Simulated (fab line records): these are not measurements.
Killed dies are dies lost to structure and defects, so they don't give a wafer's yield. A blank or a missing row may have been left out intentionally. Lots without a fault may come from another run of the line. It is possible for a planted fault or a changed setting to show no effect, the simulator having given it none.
fab line records	flow nandHarc
record: lots: 24	wafers: 72	lastDay: 34
route steps=1302 shown A_CONTACT@1044
lots that met no fault: from a run of the same line without faults
startH: hours from the record's first day to the start of the lot's first wafer shown	waitH: time in hours since the lot's previous step	" as in the row above	L1.1+2: one row covering several wafers at once	- no value present, or no start provided	* or withheld: withheld	< > ~ a bound
route shown NAME@n: NAME is a module with steps in the file, n the number in the route of the first one	usual: mean/standard deviation of fault-free wafers	same: alike in all rows	chamber/n: place in a boat	sites: readings site by site	_std_site: standard deviation of those values	_edge_site: outer sites' mean less inner sites'	radiusMm: for every site, how far away it sits from the centre of the wafer	mask NAME#n: copy n	behind: tool/chamber where the wafer was last shaped	hold: why the lot went on hold/how many hours it stayed there/how the hold came to an end	device: the n, p or np transistor that did not switch	end of line: the same wafers' tests at the end of the route	where a step has no rows: the recipe by itself	killed: not the wafer's yield, but the dies lost to structure and defects at the first sort	map: a wafer's dies, x killed, . not, _ none there
set.NAME: the setting as run; set.NAME@STEP: as run at that earlier step	model.NAME: the simulator's own value behind a step, which no gauge read
route steps across a sampled set of lots; one table per step, one row per wafer
services: a tool's chamber out of use, with start hour (startH, from the record's first day; less than 0 if before it), hours out, and reason
== steps ==
step: NHARC_A_CONTACT_ETCH_76
recipe: targetDepthA: 2600	overEtchFrac: 0.3	timeS: 475.3	ionEnergyEv: 200	n2FlowSccm: 150	h2FlowSccm: 150	arFlowSccm: 0	rfW: 400	biasW: 150	chemistry: N2/H2
usual: drypumpMotorCurrentA: 5.80/0.28	oesProductAu: 1.003/0.0096	rfVppV: 431/3.2	showerheadPlenumPTorr: 2.06/0.11	throttleValvePct: 14.171/0.0093
lot.wafer	tool	chamber	startH	waitH	drypumpMotorCurrentA	oesProductAu	rfHoursCounterH	rfVppV	showerheadPlenumPTorr	throttleValvePct
L075.2	rieDiel-05	0	-	-	5.87	1.011	29	427	1.90	14.186
L075.6	"	2	"	"	6.13	1.011	-	434	2.17	14.190
L075.5	"	3	"	"	5.84	0.987	-	433	2.09	14.164
L074.3	rieDiel-04	2	-	-	5.65	0.994	23	434	2.17	14.167
L074.2	"	0	"	"	5.80	0.997	27	432	2.15	14.179
L074.6	"	2	"	"	5.63	0.999	-	436	2.17	14.156
L077.2	rieDiel-05	2	-	-	6.12	1.007	23	435	2.17	14.160
L077.5	"	0	"	"	5.82	1.018	-	427	1.90	14.179
L077.6	"	1	"	"	6.01	1.003	-	426	1.91	14.180
L076.3	rieDiel-02	2	-	-	5.10	1.004	42	427	1.88	14.176
L076.1	"	3	"	"	5.92	0.993	41	435	2.18	14.166
L076.5	"	1	"	"	5.93	0.982	-	428	1.97	14.176
L078.2	rieDiel-04	1	-	-	5.52	1.007	0	433	2.15	14.195
L078.6	"	3	"	"	5.92	1.003	-	429	2.00	14.158
L078.5	"	0	"	"	5.78	1.019	-	434	2.15	14.175
L080.1	rieDiel-02	0	-	-	6.27	0.998	50	426	1.90	14.153
L080.2	"	1	"	"	5.92	0.989	52	429	1.96	14.181
L080.6	"	1	"	"	5.95	0.996	-	430	1.96	14.172
L079.1	rieDiel-02	0	-	-	6.25	0.997	56	427	1.90	14.169
L079.5	"	1	"	"	5.91	0.992	-	428	1.96	14.183
L079.6	"	2	"	"	5.10	0.996	-	425	1.87	14.176
L084.3	rieDiel-02	0	-	-	6.22	1.013	0	426	1.90	14.166
L084.5	"	0	"	"	6.22	0.999	-	426	1.90	14.164
L084.6	"	1	"	"	5.93	1.010	-	428	1.96	14.175
L081.3	rieDiel-04	0	-	-	5.77	0.990	7	433	2.14	14.163
L081.2	"	2	"	"	5.63	1.007	6	435	2.17	14.173
L081.5	"	1	"	"	5.50	1.009	-	433	2.15	14.182
L082.1	rieDiel-04	1	-	-	5.50	1.011	6	432	2.15	14.160
L082.4	"	3	"	"	5.89	1.003	7	431	2.00	14.166
L082.5	"	0	"	"	5.80	0.994	-	433	2.14	14.157
L083.1	rieDiel-02	1	-	-	5.95	1.019	9	428	1.96	14.179
L083.3	"	2	"	"	5.08	1.010	9	435	2.21	14.164
L083.6	"	0	"	"	6.22	1.013	-	426	1.90	14.172
L086.2	rieDiel-04	3	-	-	5.95	1.004	12	430	2.00	14.163
L086.1	"	0	"	"	5.77	0.997	12	432	2.14	14.161
L086.6	"	3	"	"	5.94	0.996	-	430	2.00	14.165
L085.2	rieDiel-04	2	-	-	5.61	0.988	13	434	2.16	14.143
L085.3	"	3	"	"	5.91	0.994	13	427	2.00	14.183
L085.1	"	0	"	"	5.78	0.981	14	433	2.14	14.166
L088.1	rieDiel-04	0	-	-	5.81	0.996	16	433	2.14	14.174
L088.2	"	1	"	"	5.51	1.021	10	432	2.15	14.175
L088.3	"	2	"	"	5.62	1.003	15	434	2.16	14.183
L087.2	rieDiel-04	3	-	-	5.92	0.990	16	430	2.00	14.171
L087.5	"	3	"	"	5.94	0.985	-	429	2.00	14.169
L087.6	"	0	"	"	5.75	0.991	-	435	2.14	14.189
L089.1	rieDiel-05	3	-	-	5.84	1.018	24	431	2.07	14.183
L089.3	"	1	"	"	6.05	1.000	23	426	1.90	14.178
L089.5	"	0	"	"	5.82	1.001	-	425	1.89	14.158
L091.2	rieDiel-04	2	-	-	5.61	1.005	19	433	2.16	14.166
L091.5	"	3	"	"	5.92	0.997	-	430	2.00	14.156
L091.6	"	0	"	"	5.78	1.003	-	432	2.14	14.171
L092.1	rieDiel-02	0	-	-	6.24	1.012	31	426	1.89	14.161
L092.6	"	3	"	"	5.90	1.004	-	436	2.17	14.187
L092.5	"	0	"	"	6.23	1.010	-	427	1.89	14.174
L090.4	rieDiel-05	2	-	-	6.11	1.004	25	435	2.16	14.163
L090.3	"	0	"	"	5.82	1.005	26	426	1.89	14.172
L090.6	"	2	"	"	6.14	1.008	-	435	2.16	14.161
L093.3	rieDiel-04	2	-	-	5.61	1.014	23	433	2.16	14.190
L093.1	"	3	"	"	5.93	0.986	23	428	2.00	14.169
L093.6	"	2	"	"	5.61	0.996	-	434	2.16	14.157
L094.3	rieDiel-02	2	-	-	5.11	1.017	51	435	2.20	14.182
L094.1	"	3	"	"	5.94	0.994	51	434	2.16	14.173
L094.4	"	0	"	"	6.26	1.008	48	427	1.89	14.160
L096.4	rieDiel-02	1	-	-	5.88	1.014	51	426	1.94	14.166
L096.3	"	3	"	"	5.94	0.997	54	434	2.16	14.172
L096.5	"	2	"	"	5.11	1.013	-	436	2.20	14.162
L095.1	rieDiel-04	3	-	-	5.93	1.007	3	428	1.99	14.171
L095.3	"	1	"	"	5.49	1.007	2	432	2.14	14.183
L095.2	"	2	"	"	5.63	1.008	3	434	2.16	14.161
L097.1	rieDiel-05	3	-	-	5.86	1.013	54	431	2.06	14.165
L097.6	"	3	"	"	5.84	0.995	-	432	2.06	14.172
L097.5	"	0	"	"	5.85	1.009	-	425	1.88	14.188
step: NHARC_A_CONTACT_ETCH_131
recipe: sourceW: withheld	pressureMtorr: 20	biasV: 3000	timeS: 197	targetDepthA: 19180	arFlowSccm: withheld	c4f8FlowSccm: withheld	o2FlowSccm: withheld	chemistry: C4F8/O2/Ar
lot.wafer	tool	chamber	startH	waitH	rfHoursCounterH
L075.2	harCapEtch-03	1	513.45	0.1	44
L075.6	"	1	"	"	-
L075.5	"	0	"	"	-
L074.2	harCapEtch-02	1	515.55	0.1	86
L074.3	"	0	"	"	-
L074.6	"	1	"	"	-
L077.2	harCapEtch-01	1	536.38	0.1	5
L077.6	"	1	"	"	-
L077.5	"	0	"	"	-
L076.1	harCapEtch-03	1	536.66	0.1	50
L076.3	"	1	"	"	-
L076.5	"	0	"	"	-
L078.2	harCapEtch-01	0	547.02	0.1	7
L078.6	"	1	"	"	-
L078.5	"	0	"	"	-
L080.1	harCapEtch-01	0	551.51	0.1	8
L080.2	"	1	"	"	8
L080.6	"	1	"	"	-
L079.1	harCapEtch-02	0	579.72	0.1	96
L079.6	"	0	"	"	-
L079.5	"	1	"	"	-
L084.3	harCapEtch-02	1	589.52	0.1	-
L084.5	"	1	"	"	-
L084.6	"	0	"	"	-
L081.2	harCapEtch-02	1	597.97	0.1	99
L081.3	"	0	"	"	-
L081.5	"	1	"	"	-
L082.1	harCapEtch-01	1	598.67	0.1	16
L082.4	"	0	"	"	-
L082.5	"	1	"	"	-
L083.1	harCapEtch-01	0	605.12	0.1	18
L083.3	"	0	"	"	-
L083.6	"	0	"	"	-
L086.2	harCapEtch-01	1	616.89	0.1	22
L086.1	"	0	"	"	22
L086.6	"	1	"	"	-
L085.1	harCapEtch-02	0	624.90	0.1	105
L085.2	"	1	"	"	105
L085.3	"	0	"	"	-
L088.2	harCapEtch-01	1	640.47	0.1	26
L088.1	"	0	"	"	26
L088.3	"	0	"	"	-
L087.2	harCapEtch-02	0	644.10	0.1	109
L087.6	"	0	"	"	-
L087.5	"	1	"	"	-
L089.1	harCapEtch-01	1	661.56	0.1	31
L089.3	"	0	"	"	-
L089.5	"	0	"	"	-
L091.2	harCapEtch-03	0	668.14	0.1	73
L091.6	"	0	"	"	-
L091.5	"	1	"	"	-
L092.1	harCapEtch-02	0	668.76	0.1	114
L092.5	"	1	"	"	-
L092.6	"	0	"	"	-
L090.3	harCapEtch-03	1	670.24	0.1	-
L090.4	"	0	"	"	-
L090.6	"	1	"	"	-
L093.1	harCapEtch-02	0	687.07	0.1	118
L093.3	"	0	"	"	-
L093.6	"	1	"	"	-
L094.1	harCapEtch-03	0	715.56	0.1	79
L094.3	"	1	"	"	-
L094.4	"	0	"	"	-
L096.4	harCapEtch-02	1	723.24	0.1	-
L096.3	"	0	"	"	-
L096.5	"	1	"	"	-
L095.2	harCapEtch-01	0	732.75	0.1	42
L095.1	"	1	"	"	42
L095.3	"	0	"	"	-
L097.1	harCapEtch-03	1	745.18	0.1	85
L097.5	"	1	"	"	-
L097.6	"	0	"	"	-
step: NHARC_A_CONTACT_ETCH_89
recipe: targetDepthA: 2600	overEtchFrac: 0.3	timeS: 475.3	ionEnergyEv: 200	n2FlowSccm: 150	h2FlowSccm: 150	arFlowSccm: 0	rfW: 400	biasW: 150	chemistry: N2/H2
usual: drypumpMotorCurrentA: 5.78/0.23	oesProductAu: 1.001/0.0083	rfVppV: 431.6/2.9	showerheadPlenumPTorr: 2.08/0.1	throttleValvePct: 14.173/0.0092
lot.wafer	tool	chamber	startH	waitH	drypumpMotorCurrentA	oesProductAu	rfHoursCounterH	rfVppV	showerheadPlenumPTorr	throttleValvePct
L075.2	rieDiel-04	1	-	-	5.51	0.989	29	433.3	2.15	14.168
L075.6	"	2	"	"	5.64	1.000	-	433.9	2.17	14.162
L075.5	"	3	"	"	5.91	0.990	-	429.1	2.00	14.186
L074.3	rieDiel-05	0	-	-	5.83	1.008	35	425.9	1.90	14.165
L074.2	"	3	"	"	5.86	0.990	29	431.0	2.09	14.162
L074.6	"	1	"	"	6.03	0.996	-	427.4	1.92	14.160
L076.1	rieDiel-04	2	-	-	5.63	1.006	1	433.3	2.17	14.172
L076.3	"	0	"	"	5.80	1.006	1	433.5	2.14	14.174
L076.5	"	3	"	"	5.93	0.996	-	428.9	2.00	14.173
L077.2	rieDiel-04	2	-	-	5.63	0.993	2	434.9	2.17	14.186
L077.5	"	0	"	"	5.81	0.998	-	433.5	2.14	14.174
L077.6	"	1	"	"	5.52	1.004	-	434.2	2.15	14.171
L078.2	rieDiel-04	0	-	-	5.80	0.996	2	432.8	2.14	14.169
L078.6	"	0	"	"	5.80	1.006	-	432.5	2.14	14.163
L078.5	"	1	"	"	5.52	1.003	-	432.0	2.15	14.157
L080.1	rieDiel-04	2	-	-	5.60	0.997	3	434.3	2.17	14.173
L080.2	"	1	"	"	5.53	1.009	3	433.7	2.15	14.180
L080.6	"	2	"	"	5.62	1.003	-	433.5	2.17	14.169
L079.1	rieDiel-02	0	-	-	6.18	1.020	2	427.6	1.90	14.175
L079.6	"	3	"	"	5.89	1.019	-	436.0	2.18	14.171
L079.5	"	0	"	"	6.21	1.019	-	426.5	1.90	14.186
L084.3	rieDiel-04	3	-	-	5.94	0.985	8	429.2	2.00	14.177
L084.5	"	2	"	"	5.62	1.001	-	433.2	2.17	14.170
L084.6	"	3	"	"	5.94	0.986	-	429.1	2.00	14.161
L081.2	rieDiel-05	3	-	-	5.85	1.012	7	431.7	2.08	14.172
L081.3	"	0	"	"	5.85	1.014	7	426.3	1.89	14.186
L081.5	"	2	"	"	6.09	1.000	-	435.1	2.16	14.151
L082.1	rieDiel-02	1	-	-	5.92	1.016	11	428.6	1.96	14.172
L082.4	"	2	"	"	5.09	1.003	11	435.1	2.21	14.179
L082.5	"	1	"	"	5.93	1.004	-	429.4	1.96	14.156
L083.3	rieDiel-02	3	-	-	5.91	0.993	12	435.0	2.17	14.162
L083.1	"	1	"	"	5.95	1.011	11	429.1	1.96	14.171
L083.6	"	2	"	"	5.09	0.992	-	433.8	2.21	14.182
L086.1	rieDiel-04	0	-	-	5.79	0.995	15	433.4	2.14	14.168
L086.2	"	2	"	"	5.62	0.999	14	435.6	2.16	14.172
L086.6	"	0	"	"	5.78	0.993	-	433.9	2.14	14.184
L085.3	rieDiel-02	0	-	-	6.21	1.020	18	425.6	1.90	14.183
L085.1	"	1	"	"	5.95	1.022	20	429.9	1.95	14.177
L085.2	"	3	"	"	5.90	1.009	20	434.1	2.17	14.159
L088.3	rieDiel-05	0	-	-	5.84	0.998	19	425.8	1.89	14.175
L088.2	"	2	"	"	6.14	0.992	18	433.3	2.16	14.174
L088.1	"	3	"	"	5.85	1.008	19	430.2	2.08	14.171
L087.2	rieDiel-04	2	-	-	5.60	0.993	17	433.1	2.16	14.166
L087.5	"	2	"	"	5.63	0.999	-	434.5	2.16	14.186
L087.6	"	3	"	"	5.96	0.983	-	429.7	2.00	14.178
L089.3	rieDiel-04	1	-	-	5.50	1.009	15	434.8	2.15	14.162
L089.1	"	2	"	"	5.62	1.001	20	434.3	2.16	14.170
L089.5	"	3	"	"	5.95	0.996	-	428.4	2.00	14.173
L091.2	rieDiel-05	0	-	-	5.86	1.005	27	426.7	1.89	14.182
L091.5	"	3	"	"	5.86	1.000	-	432.6	2.07	14.176
L091.6	"	0	"	"	5.82	1.002	-	425.6	1.89	14.157
L092.1	rieDiel-04	3	-	-	5.92	0.990	22	430.0	2.00	14.187
L092.5	"	1	"	"	5.50	1.001	-	433.7	2.15	14.183
L092.6	"	2	"	"	5.63	0.996	-	433.1	2.16	14.169
L090.4	rieDiel-04	3	-	-	5.95	0.990	22	429.0	2.00	14.180
L090.3	"	1	"	"	5.49	1.001	18	433.1	2.15	14.160
L090.6	"	2	"	"	5.61	1.001	-	434.4	2.16	14.160
L093.3	rieDiel-04	2	-	-	5.63	0.997	24	434.3	2.16	14.182
L093.1	"	3	"	"	5.94	0.989	24	429.1	2.00	14.174
L093.6	"	1	"	"	5.51	1.001	-	432.5	2.15	14.159
L094.3	rieDiel-04	0	-	-	5.78	1.001	1	432.9	2.14	14.168
L094.1	"	1	"	"	5.49	1.000	1	433.3	2.14	14.175
L094.4	"	3	"	"	5.94	1.005	1	428.1	1.99	14.178
L096.4	rieDiel-04	0	-	-	5.76	0.999	2	433.7	2.14	14.178
L096.3	"	1	"	"	5.54	0.998	1	433.9	2.14	14.169
L096.5	"	0	"	"	5.76	0.995	-	432.3	2.13	14.169
L095.3	rieDiel-04	2	-	-	5.63	1.004	4	436.1	2.16	14.164
L095.1	"	3	"	"	5.92	1.005	5	431.0	1.99	14.170
L095.2	"	0	"	"	5.77	0.999	5	433.8	2.13	14.161
L097.1	rieDiel-04	1	-	-	5.52	1.015	6	433.8	2.14	14.158
L097.5	"	2	"	"	5.66	0.998	-	433.5	2.16	14.181
L097.6	"	3	"	"	5.93	1.000	-	429.2	1.99	14.179
step: NHARC_A_CONTACT_ETCH_134
recipe: sourceW: withheld	pressureMtorr: 20	biasV: withheld	timeS: 140	targetDepthA: 7000	arFlowSccm: withheld	c4f8FlowSccm: withheld	o2FlowSccm: withheld	chemistry: C4F8/O2/Ar
lot.wafer	tool	chamber	startH	waitH	rfHoursCounterH
L075.2	harCapEtch-03	1	519.40	-	46
L075.6	"	1	"	"	-
L075.5	"	0	"	"	-
L074.2	harCapEtch-02	0	523.35	-	86
L074.3	"	1	"	"	-
L074.6	"	1	"	"	-
L076.1	harCapEtch-03	1	546.66	-	51
L076.3	"	0	"	"	-
L076.5	"	1	"	"	-
L077.2	harCapEtch-02	1	547.40	-	92
L077.5	"	0	"	"	-
L077.6	"	1	"	"	-
L078.2	harCapEtch-03	0	553.32	-	52
L078.5	"	1	"	"	-
L078.6	"	0	"	"	-
L080.1	harCapEtch-02	0	557.52	-	93
L080.2	"	1	"	"	93
L080.6	"	1	"	"	-
L079.1	harCapEtch-01	1	590.17	-	14
L079.6	"	0	"	"	-
L079.5	"	1	"	"	-
L084.3	harCapEtch-03	0	598.52	-	-
L084.5	"	0	"	"	-
L084.6	"	1	"	"	-
L081.2	harCapEtch-03	1	606.15	-	62
L081.3	"	1	"	"	-
L081.5	"	0	"	"	-
L082.1	harCapEtch-02	1	608.21	-	102
L082.4	"	1	"	"	-
L082.5	"	0	"	"	-
L083.1	harCapEtch-03	0	612.81	-	63
L083.3	"	1	"	"	-
L083.6	"	0	"	"	-
L086.2	harCapEtch-03	1	628.72	-	65
L086.1	"	0	"	"	65
L086.6	"	1	"	"	-
L085.1	harCapEtch-03	0	634.18	-	66
L085.2	"	1	"	"	66
L085.3	"	1	"	"	-
L088.2	harCapEtch-01	1	647.75	-	27
L088.1	"	0	"	"	27
L088.3	"	0	"	"	-
L087.2	harCapEtch-02	0	650.06	-	110
L087.6	"	0	"	"	-
L087.5	"	1	"	"	-
L089.1	harCapEtch-01	0	668.19	-	32
L089.3	"	1	"	"	-
L089.5	"	1	"	"	-
L091.2	harCapEtch-01	1	676.36	-	33
L091.6	"	0	"	"	-
L091.5	"	1	"	"	-
L092.1	harCapEtch-03	1	678.07	-	75
L092.6	"	0	"	"	-
L092.5	"	1	"	"	-
L090.4	harCapEtch-01	0	679.82	-	-
L090.3	"	1	"	"	-
L090.6	"	0	"	"	-
L093.1	harCapEtch-03	1	693.98	-	77
L093.3	"	0	"	"	-
L093.6	"	1	"	"	-
L094.1	harCapEtch-03	1	723.39	-	80
L094.4	"	1	"	"	-
L094.3	"	0	"	"	-
L096.3	harCapEtch-02	0	729.40	-	-
L096.4	"	1	"	"	-
L096.5	"	0	"	"	-
L095.1	harCapEtch-01	0	738.71	-	42
L095.2	"	1	"	"	42
L095.3	"	1	"	"	-
L097.1	harCapEtch-01	1	756.75	-	46
L097.6	"	1	"	"	-
L097.5	"	0	"	"	-
step: NHARC_A_CONTACT_ETCH_135
recipe: sourceW: withheld	pressureMtorr: 20	biasV: 1200	timeS: 311	targetDepthA: 19120	arFlowSccm: withheld	c4f8FlowSccm: withheld	o2FlowSccm: withheld	chemistry: C4F8/O2/Ar
lot.wafer	tool	chamber	startH	waitH	rfHoursCounterH
L075.2	harCapEtch-03	1	519.60	0.2	46
L075.6	"	1	"	"	-
L075.5	"	0	"	"	-
L074.2	harCapEtch-02	0	523.56	0.2	86
L074.3	"	1	"	"	-
L074.6	"	1	"	"	-
L076.1	harCapEtch-03	1	546.87	0.2	51
L076.3	"	0	"	"	-
L076.5	"	1	"	"	-
L077.2	harCapEtch-02	1	547.61	0.2	92
L077.5	"	0	"	"	-
L077.6	"	1	"	"	-
L078.2	harCapEtch-03	0	553.53	0.2	52
L078.5	"	1	"	"	-
L078.6	"	0	"	"	-
L080.1	harCapEtch-02	0	557.71	0.2	94
L080.2	"	1	"	"	94
L080.6	"	1	"	"	-
L079.1	harCapEtch-01	1	590.45	0.2	14
L079.6	"	0	"	"	-
L079.5	"	1	"	"	-
L084.3	harCapEtch-03	0	598.74	0.2	-
L084.5	"	0	"	"	-
L084.6	"	1	"	"	-
L081.2	harCapEtch-03	1	606.35	0.2	62
L081.3	"	1	"	"	-
L081.5	"	0	"	"	-
L082.1	harCapEtch-02	1	608.42	0.2	103
L082.4	"	1	"	"	-
L082.5	"	0	"	"	-
L083.1	harCapEtch-03	0	613.02	0.2	63
L083.3	"	1	"	"	-
L083.6	"	0	"	"	-
L086.2	harCapEtch-03	1	628.98	0.2	65
L086.1	"	0	"	"	65
L086.6	"	1	"	"	-
L085.1	harCapEtch-03	0	634.38	0.2	66
L085.2	"	1	"	"	66
L085.3	"	1	"	"	-
L088.2	harCapEtch-01	1	647.95	0.2	27
L088.1	"	0	"	"	27
L088.3	"	0	"	"	-
L087.2	harCapEtch-02	0	650.26	0.2	110
L087.6	"	0	"	"	-
L087.5	"	1	"	"	-
L089.1	harCapEtch-01	0	668.41	0.2	32
L089.3	"	1	"	"	-
L089.5	"	1	"	"	-
L091.2	harCapEtch-01	1	676.57	0.2	33
L091.6	"	0	"	"	-
L091.5	"	1	"	"	-
L092.1	harCapEtch-03	1	678.28	0.2	76
L092.6	"	0	"	"	-
L092.5	"	1	"	"	-
L090.4	harCapEtch-01	0	680.04	0.2	-
L090.3	"	1	"	"	-
L090.6	"	0	"	"	-
L093.1	harCapEtch-03	1	694.18	0.2	77
L093.3	"	0	"	"	-
L093.6	"	1	"	"	-
L094.1	harCapEtch-03	1	723.58	0.2	80
L094.4	"	1	"	"	-
L094.3	"	0	"	"	-
L096.3	harCapEtch-02	0	729.63	0.2	-
L096.4	"	1	"	"	-
L096.5	"	0	"	"	-
L095.1	harCapEtch-01	0	738.91	0.2	42
L095.2	"	1	"	"	42
L095.3	"	1	"	"	-
L097.1	harCapEtch-01	1	756.94	0.2	46
L097.6	"	1	"	"	-
L097.5	"	0	"	"	-
step: NHARC_A_CONTACT_ETCH_139
recipe: sourceW: withheld	pressureMtorr: 20	biasV: 400	timeS: 195	targetDepthA: 8400	arFlowSccm: withheld	c4f8FlowSccm: 11.5	o2FlowSccm: 7.2	chemistry: C4F8/O2/Ar
lot.wafer	tool	chamber	startH	waitH	rfHoursCounterH
L075.2	harCapEtch-03	1	520.69	0.2	47
L075.6	"	1	"	"	-
L075.5	"	0	"	"	-
L074.2	harCapEtch-02	0	524.64	0.2	87
L074.3	"	1	"	"	-
L074.6	"	1	"	"	-
L076.1	harCapEtch-03	1	547.95	0.2	52
L076.3	"	0	"	"	-
L076.5	"	1	"	"	-
L077.2	harCapEtch-02	1	548.70	0.2	93
L077.5	"	0	"	"	-
L077.6	"	1	"	"	-
L078.2	harCapEtch-03	0	554.62	0.2	53
L078.5	"	1	"	"	-
L078.6	"	0	"	"	-
L080.1	harCapEtch-02	0	558.80	0.2	95
L080.2	"	1	"	"	95
L080.6	"	1	"	"	-
L079.1	harCapEtch-01	1	591.90	0.3	15
L079.6	"	0	"	"	-
L079.5	"	1	"	"	-
L084.3	harCapEtch-03	0	599.84	0.2	-
L084.5	"	0	"	"	-
L084.6	"	1	"	"	-
L081.2	harCapEtch-03	1	607.42	0.2	63
L081.3	"	1	"	"	-
L081.5	"	0	"	"	-
L082.1	harCapEtch-02	1	609.51	0.2	104
L082.4	"	1	"	"	-
L082.5	"	0	"	"	-
L083.1	harCapEtch-03	0	614.12	0.2	64
L083.3	"	1	"	"	-
L083.6	"	0	"	"	-
L086.2	harCapEtch-03	1	630.44	0.3	66
L086.1	"	0	"	"	66
L086.6	"	1	"	"	-
L085.1	harCapEtch-03	0	635.47	0.2	67
L085.2	"	1	"	"	67
L085.3	"	1	"	"	-
L088.2	harCapEtch-01	1	649.05	0.2	28
L088.1	"	0	"	"	28
L088.3	"	0	"	"	-
L087.2	harCapEtch-02	0	651.35	0.2	111
L087.6	"	0	"	"	-
L087.5	"	1	"	"	-
L089.1	harCapEtch-01	0	669.50	0.2	33
L089.3	"	1	"	"	-
L089.5	"	1	"	"	-
L091.2	harCapEtch-01	1	677.66	0.2	34
L091.6	"	0	"	"	-
L091.5	"	1	"	"	-
L092.1	harCapEtch-03	1	679.37	0.2	77
L092.6	"	0	"	"	-
L092.5	"	1	"	"	-
L090.4	harCapEtch-01	0	681.13	0.2	-
L090.3	"	1	"	"	-
L090.6	"	0	"	"	-
L093.1	harCapEtch-03	1	695.27	0.2	78
L093.3	"	0	"	"	-
L093.6	"	1	"	"	-
L094.1	harCapEtch-03	1	724.67	0.2	81
L094.4	"	1	"	"	-
L094.3	"	0	"	"	-
L096.3	harCapEtch-02	0	730.72	0.2	-
L096.4	"	1	"	"	-
L096.5	"	0	"	"	-
L095.1	harCapEtch-01	0	740.00	0.2	43
L095.2	"	1	"	"	43
L095.3	"	1	"	"	-
L097.1	harCapEtch-01	1	758.03	0.2	47
L097.6	"	1	"	"	-
L097.5	"	0	"	"	-
== services ==
tool	chamber	startH	hours	kind
rieDiel-04	0	486.99	-	clean
rieDiel-04	1	486.99	-	clean
rieDiel-04	2	486.99	-	clean
rieDiel-04	3	486.99	-	clean
harCapEtch-01	-	497.46	17.0	pm
harCapEtch-01	0	497.46	17.0	ventCycle
harCapEtch-01	1	497.46	17.0	ventCycle
rieDiel-04	0	511.49	-	clean
rieDiel-04	1	511.49	-	clean
rieDiel-04	2	511.49	-	clean
rieDiel-04	3	511.49	-	clean
harCapEtch-01	0	514.46	-	clean
harCapEtch-01	1	514.46	-	clean
harCapEtch-01	1	514.46	-	consumableReplace:focusRing
rieDiel-04	-	532.41	9.0	pm
rieDiel-04	0	532.41	9.0	ventCycle
rieDiel-02	-	577.30	9.0	pm
rieDiel-05	-	583.76	9.0	pm
rieDiel-05	0	618.01	5.8	repair
rieDiel-04	-	709.41	9.0	pm
rieDiel-05	3	729.23	4.2	repair
rieDiel-02	-	752.94	0.5	repair
harCapEtch-02	-	754.00	17.0	pm
rieDiel-02	-	754.30	9.0	pm
== key ==
fault none
